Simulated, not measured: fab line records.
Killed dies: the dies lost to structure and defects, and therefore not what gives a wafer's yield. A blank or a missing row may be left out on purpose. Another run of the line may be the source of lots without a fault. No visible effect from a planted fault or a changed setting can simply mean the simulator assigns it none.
The tool behind it: which one? + flow nandHarc + Sampling: 24 lots, 72 wafers, 3 of 1302 route steps

== WHAT THE GAUGES READ, wafer by wafer ==
NHARC_P_BONDPAD_INSPECT_23.
| lot  | measured     | on               | rawDefectCount |
|------|--------------|------------------|----------------|
| L074 | day 6 19:42  | defectInspect-01 | 316 510 499    |
| L075 | day 6 20:29  | defectInspect-02 | 328 660 630    |
| L076 | day 7 08:43  | defectInspect-02 | 568 689 460    |
| L077 | day 7 21:16  | defectInspect-02 | 245 173 172    |
| L078 | day 8 07:17  | defectInspect-02 | 314 208 282    |
| L079 | day 8 18:08  | defectInspect-01 | 342 459 460    |
| L080 | day 9 05:52  | defectInspect-01 | 451 759 322    |
| L081 | day 9 11:50  | defectInspect-01 | 357 331 342    |
| L082 | day 10 03:54 | defectInspect-02 | 254 265 148    |
| L083 | day 10 09:13 | defectInspect-02 | 311 421 251    |
| L084 | day 11 01:46 | defectInspect-01 | 239 258 237    |
| L085 | day 11 03:56 | defectInspect-02 | 215 264 308    |
| L086 | day 11 15:03 | defectInspect-01 | 249 280 202    |
| L087 | day 12 02:45 | defectInspect-02 | 189 279 253    |
| L088 | day 12 20:53 | defectInspect-01 | 374 321 280    |
| L089 | day 12 21:31 | defectInspect-01 | 592 279 366    |
| L090 | day 13 14:38 | defectInspect-01 | 387 391 314    |
| L091 | day 14 00:02 | defectInspect-02 | 233 406 325    |
| L092 | day 14 00:11 | defectInspect-01 | 391 259 306    |
| L093 | day 14 13:26 | defectInspect-02 | 513 310 273    |
| L094 | day 15 02:16 | defectInspect-02 | 380 385 379    |
| L095 | day 15 09:22 | defectInspect-01 | 464 394 596    |
| L097 | day 16 14:32 | defectInspect-02 | 337 162 236    |
| L096 | day 16 15:10 | defectInspect-02 | 496 491 354    |

NHARC_A_SOURCE_PLATE_THK_MEAS_09: measures by ellipsometry.
| lot  | measured     | on           | thkNm (nm)     |
|------|--------------|--------------|----------------|
| L074 | day 7 06:55  | filmMetro-02 | 11.1 8.7 8.9   |
| L075 | day 7 06:55  | filmMetro-01 | 10.3 9.7 9.1   |
| L076 | day 7 18:36  | filmMetro-02 | 10.7 10.3 8.1  |
| L077 | day 8 06:49  | filmMetro-01 | 7.6 10.1 10.0  |
| L078 | day 8 16:52  | filmMetro-01 | 8.9 10.5 8.8   |
| L079 | day 9 04:13  | filmMetro-01 | 8.9 10.4 10.8  |
| L080 | day 9 16:04  | filmMetro-01 | 8.1 8.1 9.8    |
| L081 | day 9 21:54  | filmMetro-01 | 10.0 10.8 10.4 |
| L082 | day 10 14:26 | filmMetro-01 | 9.2 10.5 10.0  |
| L083 | day 10 19:21 | filmMetro-02 | 9.3 9.5 10.0   |
| L084 | day 11 11:56 | filmMetro-02 | 9.1 9.5 8.8    |
| L085 | day 11 11:56 | filmMetro-01 | 10.4 10.1 10.3 |
| L086 | day 12 02:28 | filmMetro-02 | 11.4 9.6 10.0  |
| L087 | day 12 12:22 | filmMetro-02 | 10.0 11.0 7.6  |
| L088 | day 13 07:49 | filmMetro-01 | 7.9 10.6 9.9   |
| L089 | day 13 07:50 | filmMetro-02 | 9.1 9.1 10.5   |
| L090 | day 14 00:10 | filmMetro-02 | 10.3 10.3 8.3  |
| L091 | day 14 10:44 | filmMetro-02 | 10.6 9.1 9.9   |
| L092 | day 14 10:44 | filmMetro-01 | 9.3 9.7 10.3   |
| L093 | day 14 23:25 | filmMetro-02 | 8.8 10.9 9.5   |
| L094 | day 15 11:46 | filmMetro-01 | 9.2 11.1 9.7   |
| L095 | day 15 18:58 | filmMetro-01 | 10.4 8.6 10.5  |
| L097 | day 17 00:09 | filmMetro-01 | 9.0 10.1 9.6   |
| L096 | day 17 00:09 | filmMetro-01 | 8.3 8.7 10.8   |

NHARC_A_ONON_D1_THK_MEAS_24: measures by ellipsometry.
| lot  | measured     | on           | thkNm (nm)     |
|------|--------------|--------------|----------------|
| L074 | day 8 07:49  | filmMetro-02 | 1020 1021 1022 |
| L075 | day 8 07:50  | filmMetro-01 | 1000 1001 1001 |
| L076 | day 8 21:09  | filmMetro-01 | 1001 1000 1002 |
| L077 | day 9 11:21  | filmMetro-01 | 995 995 996    |
| L078 | day 9 20:52  | filmMetro-02 | 1010 1010 1012 |
| L079 | day 10 05:12 | filmMetro-02 | 994 996 996    |
| L080 | day 10 18:08 | filmMetro-01 | 994 993 995    |
| L081 | day 11 00:22 | filmMetro-01 | 1006 1007 1009 |
| L082 | day 11 15:28 | filmMetro-01 | 1012 1013 1013 |
| L083 | day 11 20:19 | filmMetro-02 | 994 993 995    |
| L084 | day 12 12:31 | filmMetro-02 | 998 999 998    |
| L085 | day 12 12:32 | filmMetro-01 | 1022 1021 1022 |
| L086 | day 13 03:39 | filmMetro-01 | 1001 1000 999  |
| L087 | day 13 21:55 | filmMetro-02 | 1019 1018 1020 |
| L088 | day 14 11:49 | filmMetro-02 | 993 993 992    |
| L089 | day 14 11:49 | filmMetro-01 | 1002 1001 1003 |
| L090 | day 15 02:06 | filmMetro-01 | 996 995 995    |
| L091 | day 15 11:36 | filmMetro-01 | 1015 1013 1015 |
| L092 | day 15 11:35 | filmMetro-02 | 1006 1005 1006 |
| L093 | day 15 23:55 | filmMetro-02 | 996 997 995    |
| L094 | day 16 14:37 | filmMetro-01 | 1005 1005 1005 |
| L095 | day 16 20:10 | filmMetro-01 | 993 992 994    |
| L097 | day 18 01:02 | filmMetro-01 | 994 996 992    |
| L096 | day 18 01:02 | filmMetro-02 | 1001 1002 1002 |

== WHAT TOOL EACH LOT RAN ON (gives the tool, then ch and the chambers of the sampled wafers, and finally the start) ==
Before these readings, the record contains no process step.

== AS READ BY THE TOOLS THEMSELVES (means over the sampled wafers that have a number; for cases with no such wafer, the mark the record gives instead) ==
The record holds no such reading with a usual standard deviation.

== THE ANSWER, worked out from the rows above alone ==
Rule: the usual values come from the lots themselves. Put in order of their means at a reading, lots are off if they are a third of the lots or fewer, leave a main group of 4 or more, and stand apart from it by a gap of 3 or more times the standard deviation of the main group's means; of several such gaps the widest counts. Not used: any main group whose means are identical at the precision the tables above print for the reading. A lot without any number at a reading at which 4 lots or more have one is off too. All remaining lots with rows at the step are treated as sound. Order of review: gauges by route order, followed by the tools' own readings, for which a lot's mean as printed above is used. At the first step where some lot is off, the reading lying furthest off is the one used; lots without a number count as furthest.
Nothing can be told from this: no lot is off at any reading shown.

== WHAT WAS PUT IN BY THE SIMULATOR ==
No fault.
